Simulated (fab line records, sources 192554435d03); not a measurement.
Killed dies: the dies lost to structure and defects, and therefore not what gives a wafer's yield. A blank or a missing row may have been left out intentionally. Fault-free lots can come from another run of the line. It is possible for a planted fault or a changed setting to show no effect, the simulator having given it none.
A struck lot beside a sound one ; flow n5Finfet ; 15 out of 1938 route steps
Sound: wafers L331.2, L331.5, L331.6. Wafers struck: L333.2, L333.3, L333.5. At the end, the cause is stated.
Each step with rows lists, per side, the tool, then ch with its chambers, then its first start. Under that, the readings that differ: sound wafers ; struck wafers ; difference of the means ; sigmas: that difference in standard deviations of wafers without a fault.
alike: readings whose means differ by less than 2 such deviations, and words and numbers that are the same on both sides. not compared: withheld readings, readings that some wafer has no value for, bounds like >300 that may hide the same value, and numbers for which the record gives no deviation and whose values overlap.
Wherever a step has rows on one side only, a row that says differs or no value, or a row with sigmas, the two part there. Numbers that have no deviation but don't overlap get no sigmas and don't part them. A reading missing from all wafers of one side parts the sides only when that side holds two or more wafers.

N5_BEOL_M1_ETCH_41: etches SiCN in CH3F/O2, target depth 31.9 nm, time 57.8 s.
  sound on rieDiel-02 ch 2,3; struck on rieDiel-06 ch 0,1,2
reading;sound;struck;difference;sigmas
mfcArSccm (sccm);150.1 151.1 150.4;149.5 149.2 150.0;-1.0;-2
  alike: drypumpMotorCurrentA, oesProductAu, rfVppV, showerheadPlenumPTorr, throttleValvePct
  not compared: rfHoursCounterH
N5_BEOL_M1_STRIP_97: strips in N2/H2, time 10 s.
  sound on rieDiel-02 ch 2,3; struck on rieDiel-06 ch 0,1,2
  alike: drypumpMotorCurrentA, oesProductAu, rfVppV, showerheadPlenumPTorr, throttleValvePct
  not compared: rfHoursCounterH
N5_BEOL_M1_OCD_MEAS_38:
  sound on ocd-01 at day 7 09:34; struck on ocd-02 at day 8 10:34
  alike: trenchDepthNm
then, 4 steps without rows for these wafers: N5_BEOL_M1_HM_STRIP_39 (strips TiN in peroxide tin strip, target depth 25 nm, time 158 s); N5_BEOL_M1_SRD_40 (time 30 s); N5_BEOL_M1_PRECLEAN_42 (cleans in residue remover, time 60 s); N5_BEOL_M1_SRD_43 (time 30 s).
N5_BEOL_M1_CD_MEAS_35: target cd 18 nm, target cd y 21 nm.
  sound on cdSem-02 at day 7 09:43; struck on cdSem-01 at day 8 10:43
reading;sound;struck;difference;sigmas
cdNm (nm);17.2 17.5 17.8;19.4 18.8 18.2;+1.3;+3
then, 1 step without rows for these wafers: N5_BEOL_M1_DEGAS_44 (time 60 s).
N5_BEOL_M1_PRE_CLEAN_45: time 30 s.
  sound on pvdSputter-02 at day 7 10:12; struck on pvdSputter-01 at day 8 11:10
  alike: heaterPowerW
N5_BEOL_M1_ALD_84: deposits TaN, pulse time 2 s, purge time 3 s, co reactant purge time 2 s.
  sound on aldMetal-01 ch 2,3, day 7 10:17; struck on aldMetal-03 ch 0,2,3, day 8 11:13
  alike: heaterPowerW
following that, these wafers have no rows for 1 step: N5_BEOL_M1_SURFACE_TREAT_85.
N5_BEOL_M1_CVD_47: deposits Co from CCTBA/H2, target thk 3 nm, time 223.8 s.
  sound on cvdCo-01 ch 1,2, day 7 10:35; struck on cvdCo-01 ch 0,1, day 8 11:34
reading;sound;struck;difference;sigmas
runLengthS (s);247.6 246.7 247.1;108.5 107.8 108.2;-139.0;-99 or more
N5_BEOL_M1_SPUTTER_48: material Cu, target thk 4.5 nm, time 8.29 s.
  sound on pvdSputter-01 at day 7 10:44; struck on pvdSputter-02 at day 8 11:45
  alike: substrateTempC, throttleValvePct
-- a jump in the record: the struck wafers' starts before and after are 3 days apart (it breaks off in module BEOL_M1 and resumes in module BEOL_M4, where the first step shown is number 1111 of the route) --
N5_BEOL_M4_RC_MEAS_101:
  sound on prober-02 ch 0, day 11 04:25; struck on prober-02 ch 0, day 11 20:35
  alike: DIBL_N, DIBL_P, IOFF_N, IOFF_P, ION_N, ION_P, SS_N, SS_P, VT_N, VT_P

WHERE THEY PART
At N5_BEOL_M1_ETCH_41 first; at N5_BEOL_M1_CVD_47 last (within this record only). Later steps at which nothing parts them and some readings are alike: N5_BEOL_M1_SPUTTER_48, N5_BEOL_M4_RC_MEAS_101.

WHY: the cause the simulator had injected
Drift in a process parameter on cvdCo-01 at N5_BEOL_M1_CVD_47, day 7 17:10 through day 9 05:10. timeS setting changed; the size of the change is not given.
